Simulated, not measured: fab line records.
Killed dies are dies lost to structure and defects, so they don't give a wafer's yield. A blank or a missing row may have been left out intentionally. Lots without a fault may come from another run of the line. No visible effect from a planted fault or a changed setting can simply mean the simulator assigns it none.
The tool behind it: which one? | flow n5 finfet | 60 wafers from 20 lots sampled at 6 of the route's 1938 steps

## WHAT THE GAUGES READ, wafer by wafer
Not one reading of a measure or inspect step in the record can be checked against a usual standard deviation.

## EACH LOT AND THE TOOL THAT RAN IT (in order: tool; ch and the chambers of the sampled wafers; start)
lot  | N5_GATE_CUT_VAPOR_ETCH_60         | N5_GATE_CUT_STRIP_59               | N5_GATE_CUT_SAC_CAP_01            | N5_GATE_CUT_STRIP_41               | N5_GATE_CUT_ETCH_19                | N5_GATE_CUT_CUT_ETCH_53
L074 | rie metal-01 ch 0,1, day 4 06:11  | rie diel-02 ch 1,2,3, day 4 06:23  | ald sin-04 ch 0,1,2, day 4 06:36  | rie diel-04 ch 0,2, day 4 09:55    | rie diel-04 ch 0,2, day 4 09:58    | rie metal-03 ch 1, day 4 10:04
L075 | rie metal-01 ch 0,1, day 4 16:23  | rie diel-05 ch 0,2,3, day 4 16:32  | ald sin-04 ch 0,2,3, day 4 18:13  | rie diel-04 ch 1,2, day 4 21:38    | rie diel-04 ch 1,2, day 4 21:41    | rie metal-02 ch 0,1, day 4 21:48
L077 | rie metal-03 ch 0,1, day 5 03:36  | rie diel-02 ch 0,2,3, day 5 03:45  | ald sin-03 ch 1,2,3, day 5 03:59  | rie diel-04 ch 0,1,2, day 5 07:31  | rie diel-04 ch 0,1,2, day 5 07:35  | rie metal-03 ch 0,1, day 5 07:41
L076 | rie metal-01 ch 0,1, day 5 04:08  | rie diel-04 ch 1,2, day 5 04:17    | ald sin-01 ch 0,3, day 5 04:31    | rie diel-02 ch 1,2, day 5 08:29    | rie diel-02 ch 1,2, day 5 08:33    | rie metal-01 ch 0,1, day 5 08:40
L078 | rie metal-01 ch 0, day 5 09:43    | rie diel-04 ch 1,2, day 5 09:53    | ald sin-01 ch 0,2, day 5 10:06    | rie diel-05 ch 1,3, day 5 13:30    | rie diel-05 ch 1,3, day 5 13:34    | rie metal-02 ch 0,1, day 5 13:40
L080 | rie metal-01 ch 0,1, day 5 21:32  | rie diel-05 ch 0,1,2, day 5 21:41  | ald sin-01 ch 0,2,3, day 5 21:54  | rie diel-05 ch 0,1, day 6 01:25    | rie diel-05 ch 0,1, day 6 01:28    | rie metal-01 ch 0,1, day 6 01:35
L081 | rie metal-02 ch 0,1, day 6 00:26  | rie diel-04 ch 0,2,3, day 6 00:35  | ald sin-03 ch 0,1,3, day 6 01:01  | rie diel-04 ch 2,3, day 6 04:41    | rie diel-04 ch 2,3, day 6 04:44    | rie metal-03 ch 0,1, day 6 04:51
L082 | rie metal-02 ch 0,1, day 6 08:37  | rie diel-02 ch 0,3, day 6 08:46    | ald sin-01 ch 1,3, day 6 08:58    | rie diel-04 ch 2,3, day 6 12:16    | rie diel-04 ch 2,3, day 6 12:19    | rie metal-01 ch 0,1, day 6 12:25
L083 | rie metal-02 ch 0,1, day 6 13:56  | rie diel-02 ch 2,3, day 6 14:05    | ald sin-04 ch 1,2, day 6 14:20    | rie diel-05 ch 2,3, day 6 17:40    | rie diel-05 ch 2,3, day 6 17:44    | rie metal-02 ch 0,1, day 6 17:50
L084 | rie metal-01 ch 0,1, day 6 20:45  | rie diel-05 ch 0,2, day 6 20:54    | ald sin-04 ch 2,3, day 6 21:07    | rie diel-02 ch 0,2,3, day 7 00:28  | rie diel-02 ch 0,2,3, day 7 00:31  | rie metal-01 ch 0,1, day 7 00:37
L085 | rie metal-02 ch 0,1, day 7 02:28  | rie diel-02 ch 0,1,3, day 7 02:37  | ald sin-01 ch 0,3, day 7 02:49    | rie diel-02 ch 1,3, day 7 06:07    | rie diel-02 ch 1,3, day 7 06:11    | rie metal-02 ch 0,1, day 7 06:19
L086 | rie metal-01 ch 0,1, day 7 14:50  | rie diel-04 ch 0,2,3, day 7 14:59  | ald sin-01 ch 1,2,3, day 7 15:13  | rie diel-05 ch 1,2,3, day 7 18:38  | rie diel-05 ch 1,2,3, day 7 18:41  | rie metal-02 ch 0,1, day 7 18:47
L087 | rie metal-02 ch 1, day 7 15:32    | rie diel-02 ch 1,2, day 7 15:41    | ald sin-03 ch 0,2,3, day 7 15:55  | rie diel-05 ch 0,2,3, day 7 19:12  | rie diel-05 ch 0,2,3, day 7 19:16  | rie metal-03 ch 0,1, day 7 19:22
L088 | rie metal-01 ch 0, day 7 21:53    | rie diel-04 ch 0,3, day 7 22:02    | ald sin-04 ch 1,2,3, day 7 22:17  | rie diel-04 ch 0,1,3, day 8 01:35  | rie diel-04 ch 0,1,3, day 8 01:39  | rie metal-01 ch 0,1, day 8 01:46
L091 | rie metal-01 ch 0,1, day 8 14:21  | rie diel-04 ch 0,2,3, day 8 14:30  | ald sin-01 ch 0,3, day 8 14:43    | rie diel-04 ch 2,3, day 8 18:17    | rie diel-04 ch 2,3, day 8 18:21    | rie metal-03 ch 0,1, day 8 18:29
L090 | rie metal-03 ch 0,1, day 8 15:15  | rie diel-04 ch 1,2,3, day 8 15:25  | ald sin-04 ch 0,1,2, day 8 15:38  | rie diel-04 ch 0,2, day 8 19:23    | rie diel-04 ch 0,2, day 8 19:27    | rie metal-01 ch 0,1, day 8 19:34
L093 | rie metal-01 ch 0,1, day 9 10:49  | rie diel-04 ch 2,3, day 9 10:57    | ald sin-03 ch 2,3, day 9 11:10    | rie diel-05 ch 0,1, day 9 14:54    | rie diel-05 ch 0,1, day 9 14:58    | rie metal-01 ch 0,1, day 9 15:05
L094 | rie metal-03 ch 0,1, day 9 14:56  | rie diel-02 ch 0,2, day 9 15:06    | ald sin-03 ch 0,3, day 9 15:29    | rie diel-05 ch 0,1, day 9 18:53    | rie diel-05 ch 0,1, day 9 18:56    | rie metal-03 ch 0,1, day 9 19:03
L096 | rie metal-01 ch 0,1, day 10 03:34 | rie diel-04 ch 1,2,3, day 10 03:44 | ald sin-03 ch 2,3, day 10 03:57   | rie diel-05 ch 0,2, day 10 07:36   | rie diel-05 ch 0,2, day 10 07:40   | rie metal-01 ch 0,1, day 10 07:46
L097 | rie metal-03 ch 0,1, day 10 07:43 | rie diel-02 ch 0,1,2, day 10 08:06 | ald sin-03 ch 1,2,3, day 10 08:19 | rie diel-04 ch 0,1,2, day 10 11:38 | rie diel-04 ch 0,1,2, day 10 11:42 | rie metal-02 ch 0,1, day 10 11:49
- N5_GATE_CUT_VAPOR_ETCH_60: etches HfO2 in BCl3/Cl2.
- N5_GATE_CUT_STRIP_59: strips in N2/H2, time 20 s.
- N5_GATE_CUT_SAC_CAP_01: material SiNx, target thk 24 nm, pulse time 1 s, ald cycles 480.
- N5_GATE_CUT_STRIP_41: strips in CF4.
- N5_GATE_CUT_ETCH_19: etches SiNx in CH3F/O2, target depth 53.7 nm, time 76.7 s.
- N5_GATE_CUT_CUT_ETCH_53: etches W in SF6/Cl2, target depth 79.2 nm.

## WHAT THE TOOLS THEMSELVES READ (means of the sampled wafers that have a number; where no wafer has one, the mark that the record gives instead)
N5_GATE_CUT_VAPOR_ETCH_60. Usual: drypump motor current A 5.8 A, standard deviation 0.34; oes product au 0.77 a.u., standard deviation 0.09.
lot  | tool         | drypump motor current A (A) | oes product au (a.u.) | flag
L074 | rie metal-01 | 6.0                         | 0.75                  |
L075 | rie metal-01 | 6.0                         | 0.75                  |
L077 | rie metal-03 | 6.1                         | 0.83                  |
L076 | rie metal-01 | 5.8                         | 0.82                  |
L078 | rie metal-01 | 5.7                         | 0.89                  |
L080 | rie metal-01 | 6.0                         | 0.74                  |
L081 | rie metal-02 | 5.5                         | 0.76                  |
L082 | rie metal-02 | 5.5                         | 0.73                  |
L083 | rie metal-02 | 5.5                         | 0.76                  |
L084 | rie metal-01 | 5.8                         | 0.81                  |
L085 | rie metal-02 | 5.5                         | 0.73                  |
L086 | rie metal-01 | 6.0                         | 0.72                  |
L087 | rie metal-02 | 5.4                         | 0.69                  |
L088 | rie metal-01 | 5.7                         | 0.86                  |
L091 | rie metal-01 | 5.8                         | 0.79                  |
L090 | rie metal-03 | 6.4                         | 0.84                  |
L093 | rie metal-01 | 6.0                         | 0.71                  |
L094 | rie metal-03 | 6.4                         | 0.84                  |
L096 | rie metal-01 | 5.8                         | 0.77                  |
L097 | rie metal-03 | 6.4                         | 0.83                  |

N5_GATE_CUT_STRIP_59. Usual: bias power w 3.001 W, standard deviation 0.0093; drypump motor current A 5.6 A, standard deviation 0.42; oes product au 0.82 a.u., standard deviation 0.096; rf vpp V 45.4 V, standard deviation 0.91; showerhead plenum p Torr 3.41 Torr, standard deviation 0.088; throttle valve pct 12.18 %, standard deviation 0.22.
lot  | tool        | bias power w (W) | drypump motor current A (A) | oes product au (a.u.) | rf vpp V (V) | showerhead plenum p Torr (Torr) | throttle valve pct (%) | flag
L074 | rie diel-02 | 3.009            | 5.2                         | 0.74                  | 45.3         | 3.46                            | 12.24                  |
L075 | rie diel-05 | 3.005            | 5.8                         | 0.80                  | 45.8         | 3.43                            | 12.25                  |
L077 | rie diel-02 | 2.996            | 5.4                         | 0.74                  | 44.8         | 3.38                            | 12.30                  |
L076 | rie diel-04 | 2.998            | 6.0                         | 0.83                  | 45.8         | 3.41                            | 12.35                  |
L078 | rie diel-04 | 2.995            | 6.1                         | 0.83                  | 44.9         | 3.41                            | 12.35                  |
L080 | rie diel-05 | 2.991            | 5.8                         | 0.82                  | 45.6         | 3.45                            | 12.17                  |
L081 | rie diel-04 | 3.002            | 6.0                         | 0.87                  | 45.8         | 3.44                            | 12.13                  |
L082 | rie diel-02 | 3.001            | 5.3                         | 0.70                  | 44.9         | 3.33                            | 12.50                  |
L083 | rie diel-02 | 2.999            | 5.5                         | 0.75                  | 46.3         | 3.42                            | 12.16                  |
L084 | rie diel-05 | 3.005            | 5.7                         | 0.87                  | 45.1         | 3.47                            | 12.15                  |
L085 | rie diel-02 | 3.006            | 5.2                         | 0.71                  | 45.3         | 3.40                            | 12.45                  |
L086 | rie diel-04 | 3.005            | 6.0                         | 0.84                  | 44.8         | 3.43                            | 12.17                  |
L087 | rie diel-02 | 2.999            | 5.4                         | 0.74                  | 44.8         | 3.39                            | 12.13                  |
L088 | rie diel-04 | 2.992            | 5.8                         | 0.82                  | 45.8         | 3.40                            | 12.10                  |
L091 | rie diel-04 | 3.010            | 6.0                         | 0.84                  | 46.4         | 3.43                            | 12.18                  |
L090 | rie diel-04 | 3.008            | 5.8                         | 0.90                  | 44.9         | 3.41                            | 12.15                  |
L093 | rie diel-04 | 3.010            | 5.9                         | 0.86                  | 44.9         | 3.45                            | 12.25                  |
L094 | rie diel-02 | 2.999            | 5.5                         | 0.82                  | 45.7         | 3.45                            | 11.99                  |
L096 | rie diel-04 | 3.002            | 5.8                         | 0.87                  | 45.6         | 3.40                            | 12.16                  |
L097 | rie diel-02 | 3.004            | 5.3                         | 0.90                  | 45.4         | 3.47                            | 11.91                  |

N5_GATE_CUT_SAC_CAP_01. Usual: heater power outer w 546 W, standard deviation 66; heater power w 872 W, standard deviation 100; precursor pulse height rel 1.001, standard deviation 0.02.
lot  | tool       | heater power outer w (W) | heater power w (W) | precursor pulse height rel | flag
L074 | ald sin-04 | 559                      | 914                | 1.003                      |
L075 | ald sin-04 | 525                      | 840                | 1.009                      |
L077 | ald sin-03 | 493                      | 818                | 1.009                      |
L076 | ald sin-01 | 536                      | 838                | 0.989                      |
L078 | ald sin-01 | 615                      | 975                | 1.006                      |
L080 | ald sin-01 | 596                      | 917                | 1.010                      |
L081 | ald sin-03 | 482                      | 832                | 0.992                      |
L082 | ald sin-01 | 508                      | 817                | 0.989                      |
L083 | ald sin-04 | 620                      | 1002               | 0.999                      |
L084 | ald sin-04 | 558                      | 850                | 0.998                      |
L085 | ald sin-01 | 537                      | 843                | 1.016                      |
L086 | ald sin-01 | 570                      | 866                | 1.006                      |
L087 | ald sin-03 | 466                      | 769                | 0.999                      |
L088 | ald sin-04 | 586                      | 931                | 1.007                      |
L091 | ald sin-01 | 571                      | 890                | 0.995                      |
L090 | ald sin-04 | 555                      | 928                | 1.007                      |
L093 | ald sin-03 | 482                      | 760                | 0.995                      |
L094 | ald sin-03 | 486                      | 819                | 0.997                      |
L096 | ald sin-03 | 486                      | 791                | 1.009                      |
L097 | ald sin-03 | 499                      | 835                | 1.008                      |

N5_GATE_CUT_STRIP_41. Usual: bias power w 74.97 W, standard deviation 0.21; drypump motor current A 5.7 A, standard deviation 0.38; oes product au 0.186 a.u., standard deviation 0.02; rf vpp V 271.4 V, standard deviation 1.2; showerhead plenum p Torr 1.81 Torr, standard deviation 0.043; throttle valve pct 13.55 %, standard deviation 0.19.
lot  | tool        | bias power w (W) | drypump motor current A (A) | oes product au (a.u.) | rf vpp V (V) | showerhead plenum p Torr (Torr) | throttle valve pct (%) | flag
L074 | rie diel-04 | 74.88            | 6.1                         | 0.188                 | 271.2        | 1.81                            | 13.38                  |
L075 | rie diel-04 | 74.77            | 6.1                         | 0.195                 | 271.4        | 1.82                            | 13.63                  |
L077 | rie diel-04 | 75.12            | 5.9                         | 0.181                 | 271.1        | 1.79                            | 13.55                  |
L076 | rie diel-02 | 74.96            | 5.4                         | 0.173                 | 272.5        | 1.82                            | 13.56                  |
L078 | rie diel-05 | 75.24            | 5.6                         | 0.192                 | 271.6        | 1.79                            | 13.41                  |
L080 | rie diel-05 | 74.84            | 6.0                         | 0.177                 | 272.8        | 1.83                            | 13.69                  |
L081 | rie diel-04 | 74.77            | 5.9                         | 0.204                 | 272.1        | 1.84                            | 13.57                  |
L082 | rie diel-04 | 74.85            | 5.9                         | 0.207                 | 272.2        | 1.84                            | 13.58                  |
L083 | rie diel-05 | 74.83            | 5.5                         | 0.213                 | 271.6        | 1.81                            | 13.35                  |
L084 | rie diel-02 | 74.97            | 5.4                         | 0.167                 | 270.0        | 1.79                            | 13.67                  |
L085 | rie diel-02 | 75.08            | 5.0                         | 0.163                 | 272.4        | 1.85                            | 13.76                  |
L086 | rie diel-05 | 74.84            | 5.6                         | 0.201                 | 271.4        | 1.79                            | 13.41                  |
L087 | rie diel-05 | 74.94            | 5.7                         | 0.198                 | 270.9        | 1.81                            | 13.50                  |
L088 | rie diel-04 | 74.93            | 5.7                         | 0.199                 | 270.8        | 1.79                            | 13.40                  |
L091 | rie diel-04 | 74.90            | 5.9                         | 0.197                 | 271.6        | 1.84                            | 13.60                  |
L090 | rie diel-04 | 75.16            | 6.1                         | 0.185                 | 271.1        | 1.80                            | 13.45                  |
L093 | rie diel-05 | 74.92            | 5.8                         | 0.172                 | 271.6        | 1.81                            | 13.64                  |
L094 | rie diel-05 | 74.94            | 5.8                         | 0.171                 | 270.8        | 1.81                            | 13.64                  |
L096 | rie diel-05 | 74.95            | 5.7                         | 0.189                 | 270.9        | 1.83                            | 13.59                  |
L097 | rie diel-04 | 74.83            | 5.9                         | 0.192                 | 271.1        | 1.79                            | 13.43                  |

N5_GATE_CUT_ETCH_19. Usual: bias w 73.03 W, standard deviation 0.23; drypump motor current A 5.7 A, standard deviation 0.38; etch rf on time s 76.7 s, standard deviation 1.5; oes_ar_750_au 0.81 a.u., standard deviation 0.085; oes product au 0.69 a.u., standard deviation 0.078; rf vpp V 298 V, standard deviation 3.3; showerhead plenum p Torr 2.02 Torr, standard deviation 0.051; throttle valve pct 16.33 %, standard deviation 0.18.
lot  | tool        | bias w (W) | drypump motor current A (A) | etch rf on time s (s) | oes_ar_750_au (a.u.) | oes product au (a.u.) | rf vpp V (V) | showerhead plenum p Torr (Torr) | throttle valve pct (%) | flag
L074 | rie diel-04 | 72.87      | 6.1                         | 75.2                  | 0.84                 | 0.72                  | 296          | 2.03                            | 16.23                  |
L075 | rie diel-04 | 73.24      | 6.0                         | 76.7                  | 0.83                 | 0.71                  | 301          | 2.02                            | 16.37                  |
L077 | rie diel-04 | 73.16      | 5.9                         | 77.1                  | 0.80                 | 0.67                  | 298          | 2.01                            | 16.34                  |
L076 | rie diel-02 | 72.95      | 5.4                         | 77.8                  | 0.75                 | 0.64                  | 296          | 2.02                            | 16.20                  |
L078 | rie diel-05 | 73.12      | 5.6                         | 74.7                  | 0.84                 | 0.72                  | 297          | 2.01                            | 16.26                  |
L080 | rie diel-05 | 73.01      | 6.0                         | 76.2                  | 0.76                 | 0.65                  | 299          | 2.07                            | 16.52                  |
L081 | rie diel-04 | 72.83      | 5.9                         | 75.6                  | 0.90                 | 0.77                  | 303          | 2.05                            | 16.36                  |
L082 | rie diel-04 | 73.08      | 5.9                         | 75.3                  | 0.89                 | 0.77                  | 303          | 2.05                            | 16.36                  |
L083 | rie diel-05 | 73.07      | 5.5                         | 77.3                  | 0.92                 | 0.78                  | 297          | 2.01                            | 16.15                  |
L084 | rie diel-02 | 72.99      | 5.4                         | 78.8                  | 0.72                 | 0.61                  | 298          | 1.99                            | 16.34                  |
L085 | rie diel-02 | 73.19      | 5.0                         | 79.1                  | 0.70                 | 0.59                  | 296          | 2.06                            | 16.48                  |
L086 | rie diel-05 | 72.90      | 5.6                         | 76.2                  | 0.86                 | 0.74                  | 297          | 2.01                            | 16.23                  |
L087 | rie diel-05 | 73.17      | 5.8                         | 77.1                  | 0.86                 | 0.73                  | 297          | 2.03                            | 16.33                  |
L088 | rie diel-04 | 73.19      | 5.6                         | 75.6                  | 0.86                 | 0.74                  | 300          | 2.00                            | 16.22                  |
L091 | rie diel-04 | 73.07      | 5.9                         | 76.6                  | 0.86                 | 0.74                  | 304          | 2.04                            | 16.39                  |
L090 | rie diel-04 | 73.11      | 6.1                         | 75.7                  | 0.81                 | 0.69                  | 297          | 2.02                            | 16.29                  |
L093 | rie diel-05 | 72.93      | 5.8                         | 76.2                  | 0.75                 | 0.64                  | 298          | 2.03                            | 16.46                  |
L094 | rie diel-05 | 73.01      | 5.8                         | 76.3                  | 0.75                 | 0.63                  | 298          | 2.03                            | 16.46                  |
L096 | rie diel-05 | 72.89      | 5.7                         | 77.4                  | 0.82                 | 0.70                  | 298          | 2.05                            | 16.35                  |
L097 | rie diel-04 | 73.04      | 5.9                         | 75.2                  | 0.84                 | 0.72                  | 298          | 2.00                            | 16.24                  |

N5_GATE_CUT_CUT_ETCH_53. Usual: bias w 80.03 W, standard deviation 0.24; drypump motor current A 5.9 A, standard deviation 0.41; etch rf on time s 26.3 s, standard deviation 0.57; oes product au 0.70 a.u., standard deviation 0.077; throttle valve pct 29.0 %, standard deviation 0.32.
lot  | tool         | bias w (W) | drypump motor current A (A) | etch rf on time s (s) | oes product au (a.u.) | throttle valve pct (%) | flag
L074 | rie metal-03 | 79.90      | 5.9                         | 26.7                  | 0.74                  | 28.9                   |
L075 | rie metal-02 | 79.88      | 5.5                         | 26.7                  | 0.69                  | 29.0                   |
L077 | rie metal-03 | 80.11      | 6.4                         | 26.5                  | 0.77                  | 28.8                   |
L076 | rie metal-01 | 80.26      | 6.0                         | 26.0                  | 0.68                  | 29.3                   |
L078 | rie metal-02 | 80.04      | 5.5                         | 26.7                  | 0.68                  | 29.0                   |
L080 | rie metal-01 | 80.41      | 5.8                         | 25.6                  | 0.75                  | 29.0                   |
L081 | rie metal-03 | 79.94      | 6.4                         | 26.5                  | 0.77                  | 28.8                   |
L082 | rie metal-01 | 79.98      | 5.8                         | 25.8                  | 0.74                  | 29.0                   |
L083 | rie metal-02 | 79.96      | 5.4                         | 26.3                  | 0.66                  | 29.0                   |
L084 | rie metal-01 | 80.04      | 5.8                         | 25.5                  | 0.74                  | 29.0                   |
L085 | rie metal-02 | 79.98      | 5.4                         | 26.7                  | 0.65                  | 29.0                   |
L086 | rie metal-02 | 80.30      | 5.5                         | 26.7                  | 0.67                  | 29.0                   |
L087 | rie metal-03 | 80.08      | 6.2                         | 26.9                  | 0.74                  | 28.9                   |
L088 | rie metal-01 | 80.07      | 5.8                         | 25.5                  | 0.73                  | 29.0                   |
L091 | rie metal-03 | 80.16      | 6.2                         | 26.3                  | 0.74                  | 28.9                   |
L090 | rie metal-01 | 80.09      | 5.8                         | 25.8                  | 0.72                  | 29.0                   |
L093 | rie metal-01 | 80.16      | 6.0                         | 26.1                  | 0.65                  | 29.3                   |
L094 | rie metal-03 | 79.55      | 6.4                         | 26.5                  | 0.75                  | 28.8                   |
L096 | rie metal-01 | 80.11      | 5.8                         | 25.8                  | 0.71                  | 29.0                   |
L097 | rie metal-02 | 79.88      | 5.4                         | 27.0                  | 0.63                  | 29.0                   |

## THE ANSWER, worked out from the rows above alone
Rule: a lot is off if the mean of its wafers that have a number lies more than 3 standard deviations from the usual mean. A lot without any number at a reading at which 4 lots or more have one is off too. Where the step has rows for the other lots, those lots are counted as sound. After the gauges, taken in route order, come the tools' own readings; for these a lot's mean is taken, as printed above. The first step at which some lot is off is used, and at that step the reading that is off furthest; a lot without a number counts as furthest.
Nothing can be told from this: no lot is off at any reading shown.

## WHAT THE SIMULATOR HAD INSERTED
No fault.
